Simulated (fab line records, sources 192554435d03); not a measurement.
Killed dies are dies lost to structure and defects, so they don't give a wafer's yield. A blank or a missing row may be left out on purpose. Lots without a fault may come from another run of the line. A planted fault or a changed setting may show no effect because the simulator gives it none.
Split-lot experiment | flow n5_finfet | 7 lots, 21 wafers read, on a route of 1938 steps

THE SPLIT
At N5_BEOL_M8_DESCUM_33 (chemistry O2, time 7 s), the setting time_s was moved away from the recipe's 7 s on 8 of the 21 wafers read, by -16.4% to +19.5%. The other wafers ran this setting at the recipe's value.

The file shows no step between the split and the reading.

THE READING
CAR-EUV_of_BEOL_M8_COAT_22.thk_nm (the simulator's own value, which no gauge read), in nm, at N5_BEOL_M8_ETCH_72 (etches underlayer in N2/H2, target depth 6.5 nm, time 5.2 s). The file gives no usual value for it. The 13 wafers here that ran the recipe average 20.3 nm, standard deviation 0.17 nm.

wafer  | tool, chamber at the split | time_s as run, s | against the recipe | CAR-EUV_of_BEOL_M8_COAT_22.thk_nm, nm | against lot-mates on the recipe
L079.2 | rie_diel-02, 3             | 5.854            | -16.4%             | 20.8                                  | +0.5
L079.4 | rie_diel-02, 0             | 7                | recipe             | 20.2                                  | -
L079.5 | rie_diel-02, 3             | 7                | recipe             | 20.4                                  | -
L082.1 | rie_diel-01, 0,1           | 7                | recipe             | 20.4                                  | -
L082.2 | rie_diel-01, 3             | 7                | recipe             | 20.4                                  | -
L082.6 | rie_diel-01, 0,1           | 7                | recipe             | 20.6                                  | -
L084.2 | rie_diel-02, 2             | 6.545            | -6.5%              | 20.6                                  | +0.2
L084.4 | rie_diel-02, 0             | 6.545            | -6.5%              | 20.4                                  | +0.0
L084.6 | rie_diel-02, 3             | 7                | recipe             | 20.4                                  | -
L086.3 | rie_diel-04, 1             | 7.395            | +5.6%              | 20.2                                  | +0.0
L086.5 | rie_diel-04, 0             | 7                | recipe             | 20.2                                  | -
L086.6 | rie_diel-04, 1             | 7                | recipe             | 20.2                                  | -
L087.1 | rie_diel-02, 0,1           | 7.675            | +9.6%              | 20.2                                  | -0.2
L087.5 | rie_diel-02, 0,1           | 7.675            | +9.6%              | 20.2                                  | -0.2
L087.2 | rie_diel-02, 1             | 7                | recipe             | 20.4                                  | -
L088.1 | rie_diel-04, 0             | 7                | recipe             | 20.2                                  | -
L088.3 | rie_diel-04, 1,3           | 8.364            | +19.5%             | 19.6                                  | -0.6
L088.5 | rie_diel-04, 1,3           | 8.364            | +19.5%             | 19.6                                  | -0.6
L091.2 | rie_diel-02, 2,3           | 7                | recipe             | 20                                    | -
L091.5 | rie_diel-02, 2             | 7                | recipe             | 20                                    | -
L091.6 | rie_diel-02, 2,3           | 7                | recipe             | 20.2                                  | -
Where a row lists several chambers, the file gives one row for several wafers and doesn't say which wafer went through which chamber.

THE FIT
A straight line over all 21 wafers: CAR-EUV_of_BEOL_M8_COAT_22.thk_nm changes by -0.0304 nm for each +1% of time_s; r = -0.84; the points scatter about the line by 0.16 nm.
The same after taking each lot's own level away (the mean of its wafers on the recipe; 21 wafers): -0.0277 nm for each +1%; r = -0.93; scatter 0.089 nm.
On that fit, the largest move of time_s shifts the reading by 0.54 nm.
The lots' own levels span 20.07 to 20.47 nm, that is 2.4 times the standard deviation above.
So the lot-to-lot level changes the slope little: the two slopes agree.
Check: with one of the wafers moved furthest among these (+19.5%) left out of the fit, the line predicts -0.51 nm for it against its lot-mates. It came out at -0.6 nm against them.

OTHER SPLITS ON THESE WAFERS
These wafers also went through other splits before the reading. Each is held against what the fit with the lots' levels taken away leaves over:
other split on the same wafers | wafers away from the commonest value | r with CAR-EUV_of_BEOL_M8_COAT_22.thk_nm (lot level and that fit taken away)
N5_BEOL_M7_ETCH_62 source_w    | 5                                    | -0.09
N5_BEOL_M8_ILD_DEP_00 time_s   | 5                                    | +0.24

THE WHOLE CHAIN: every reading that the file lists as answering this split, in the file's order
step                 | what it does                                                | reading                                                                            | change (the file's fit)                | r (the file's)
N5_BEOL_M8_DESCUM_33 | chemistry O2, time 7 s                                      | CAR-EUV_of_BEOL_M8_COAT_22.thk_nm (the simulator's own value, which no gauge read) | -0.0322 nm for each +1% of the setting | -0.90
N5_BEOL_M8_ETCH_72   | etches underlayer in N2/H2, target depth 6.5 nm, time 5.2 s | CAR-EUV_of_BEOL_M8_COAT_22.thk_nm (the simulator's own value, which no gauge read) | -0.0276 nm for each +1% of the setting | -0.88

THE FILE'S OWN FIT
CAR-EUV_of_BEOL_M8_COAT_22.thk_nm changes by -0.0276 nm for each +1% of time_s, r = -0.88.
